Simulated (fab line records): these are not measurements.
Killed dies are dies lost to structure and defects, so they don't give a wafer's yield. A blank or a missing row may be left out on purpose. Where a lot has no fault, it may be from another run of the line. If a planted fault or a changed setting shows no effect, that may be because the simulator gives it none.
The tool behind it: which one? | flow nand_harc | 72 wafers from 24 lots sampled at 2 of the route's 1159 steps

## WHAT THE GAUGES SHOWED, per wafer
NHARC_A_SLIT_INSPECT_11.
lot  | measured     | on                | raw_defect_count
L075 | day 14 19:52 | defect_inspect-02 | 16 19 20
L077 | day 14 20:01 | defect_inspect-02 | 21 21 34
L076 | day 14 20:11 | defect_inspect-02 | 9 11 15
L078 | day 15 07:58 | defect_inspect-02 | 14 14 14
L074 | day 15 07:22 | defect_inspect-02 | 11 8 13
L080 | day 15 11:38 | defect_inspect-01 | 16 19 17
L079 | day 15 12:17 | defect_inspect-02 | 20 26 21
L081 | day 16 03:27 | defect_inspect-01 | 11 20 12
L082 | day 16 02:46 | defect_inspect-01 | 35 30 16
L083 | day 16 13:38 | defect_inspect-02 | 36 23 27
L084 | day 16 21:15 | defect_inspect-02 | 29 28 28
L085 | day 16 19:12 | defect_inspect-02 | 9 19 5
L088 | day 17 07:44 | defect_inspect-02 | 21 9 17
L087 | day 17 07:32 | defect_inspect-02 | 30 28 22
L086 | day 17 08:45 | defect_inspect-01 | 17 12 7
L090 | day 18 09:08 | defect_inspect-01 | 16 18 13
L089 | day 18 11:06 | defect_inspect-02 | 29 35 30
L091 | day 18 20:13 | defect_inspect-01 | 13 14 14
L094 | day 18 18:11 | defect_inspect-01 | 40 29 28
L092 | day 18 20:49 | defect_inspect-02 | 21 31 24
L093 | day 18 20:22 | defect_inspect-02 | 16 26 16
L096 | day 19 14:38 | defect_inspect-01 | 12 21 15
L095 | day 19 14:45 | defect_inspect-02 | 14 16 17
L097 | day 20 05:11 | defect_inspect-01 | 24 22 22

## TOOL THAT RAN EACH LOT (tool first, then ch and the chambers of the sampled wafers, then the start)
lot  | NHARC_A_SGD_CUT_STRIP_17
L075 | rie_diel-08 ch 0,2,3, day 14 19:52 or earlier
L077 | rie_diel-12 ch 0,1,3, day 14 20:01 or earlier
L076 | rie_diel-04 ch 2,3, day 14 20:11 or earlier
L078 | rie_diel-08 ch 0,1, day 15 07:58 or earlier
L074 | rie_diel-04 ch 0,1,3, day 15 07:22 or earlier
L080 | rie_diel-12 ch 0,1,3, day 15 11:38 or earlier
L079 | rie_diel-08 ch 1,2,3, day 15 12:17 or earlier
L081 | rie_diel-12 ch 0,1, day 16 03:27 or earlier
L082 | rie_diel-04 ch 1,2,3, day 16 02:46 or earlier
L083 | rie_diel-12 ch 1,2,3, day 16 13:38 or earlier
L084 | rie_diel-04 ch 0,1, day 16 21:15 or earlier
L085 | rie_diel-08 ch 0,1,3, day 16 19:12 or earlier
L088 | rie_diel-04 ch 0,1, day 17 07:44 or earlier
L087 | rie_diel-08 ch 0,2, day 17 07:32 or earlier
L086 | rie_diel-08 ch 0,2,3, day 17 08:45 or earlier
L090 | rie_diel-04 ch 1,2,3, day 18 09:08 or earlier
L089 | rie_diel-08 ch 0,3, day 18 11:06 or earlier
L091 | rie_diel-04 ch 0,1, day 18 20:13 or earlier
L094 | rie_diel-08 ch 1,3, day 18 18:11 or earlier
L092 | rie_diel-04 ch 1,3, day 18 20:49 or earlier
L093 | rie_diel-12 ch 0,1, day 18 20:22 or earlier
L096 | rie_diel-08 ch 0,3, day 19 14:38 or earlier
L095 | rie_diel-04 ch 1,3, day 19 14:45 or earlier
L097 | rie_diel-04 ch 0,2,3, day 20 05:11 or earlier
- NHARC_A_SGD_CUT_STRIP_17: strips in O2.

## WHAT THE TOOLS THEMSELVES READ (means of the sampled wafers that have a number; where no wafer has one, the mark that the record gives instead)
NHARC_A_SGD_CUT_STRIP_17.
lot  | tool        | drypump_motor_current_A (A) | mfc_ar_sccm (sccm) | oes_product_au (a.u.) | rf_vpp_V (V) | showerhead_plenum_p_Torr (Torr) | throttle_valve_pct (%)
L075 | rie_diel-08 | 5.9                         | 0.002              | 0.994                 | 57.5         | 3.53                            | 17.028
L077 | rie_diel-12 | 5.4                         | 0.009              | 1.001                 | 57.3         | 3.45                            | 17.030
L076 | rie_diel-04 | 6.2                         | 0.009              | 0.992                 | 57.6         | 3.31                            | 17.038
L078 | rie_diel-08 | 6.5                         | 0.005              | 1.000                 | 57.8         | 3.49                            | 17.041
L074 | rie_diel-04 | 5.8                         | 0.016              | 0.992                 | 58.1         | 3.49                            | 17.044
L080 | rie_diel-12 | 5.4                         | 0.009              | 0.998                 | 58.2         | 3.45                            | 17.039
L079 | rie_diel-08 | 6.2                         | 0.001              | 1.002                 | 56.9         | 3.46                            | 17.034
L081 | rie_diel-12 | 5.7                         | 0.009              | 1.001                 | 57.2         | 3.45                            | 17.046
L082 | rie_diel-04 | 5.7                         | 0.022              | 0.998                 | 57.0         | 3.35                            | 17.024
L083 | rie_diel-12 | 5.4                         | 0.000              | 0.993                 | 57.0         | 3.43                            | 17.040
L084 | rie_diel-04 | 5.6                         | 0.020              | 0.993                 | 57.4         | 3.62                            | 17.035
L085 | rie_diel-08 | 6.1                         | 0.003              | 1.007                 | 57.2         | 3.47                            | 17.042
L088 | rie_diel-04 | 5.4                         | 0.029              | 0.992                 | 56.7         | 3.53                            | 17.041
L087 | rie_diel-08 | 5.9                         | 0.004              | 1.003                 | 57.3         | 3.60                            | 17.038
L086 | rie_diel-08 | 5.9                         | 0.002              | 0.996                 | 58.1         | 3.52                            | 17.031
L090 | rie_diel-04 | 5.7                         | 0.022              | 1.005                 | 57.4         | 3.35                            | 17.041
L089 | rie_diel-08 | 5.9                         | 0.002              | 0.995                 | 57.5         | 3.45                            | 17.038
L091 | rie_diel-04 | 5.6                         | 0.020              | 0.991                 | 58.3         | 3.62                            | 17.039
L094 | rie_diel-08 | 6.6                         | 0.003              | 0.994                 | 57.2         | 3.40                            | 17.045
L092 | rie_diel-04 | 6.0                         | 0.012              | 0.998                 | 56.8         | 3.34                            | 17.038
L093 | rie_diel-12 | 5.7                         | 0.009              | 0.996                 | 56.9         | 3.45                            | 17.042
L096 | rie_diel-08 | 5.9                         | 0.002              | 0.991                 | 57.6         | 3.45                            | 17.043
L095 | rie_diel-04 | 6.0                         | 0.012              | 0.996                 | 57.3         | 3.34                            | 17.038
L097 | rie_diel-04 | 6.0                         | 0.013              | 1.005                 | 57.9         | 3.44                            | 17.034

## THE ANSWER, worked out from the rows above alone
Rule: usual is defined by the lots themselves. The widest of any qualifying gaps counts: lots, ordered by their means at a reading, are off when they make up no more than a third of the lots, leave a main group of 4 or more, and stand apart from it by 3 or more times the standard deviation of that group's means. If all means in a main group match to the digits the tables above print for the reading, that group is not used. Also off: a lot with no number at a reading for which 4 or more lots have one. Any other lot the step has rows for is counted as sound. First the gauges in route order, then the tools' own readings, where a lot's mean is used as printed above. The first step at which some lot is off is used, and at that step the reading that is off furthest; a lot without a number counts as furthest.
No lot is off at any reading shown: from this, nothing can be told.

## WHAT THE SIMULATOR HAD PUT IN
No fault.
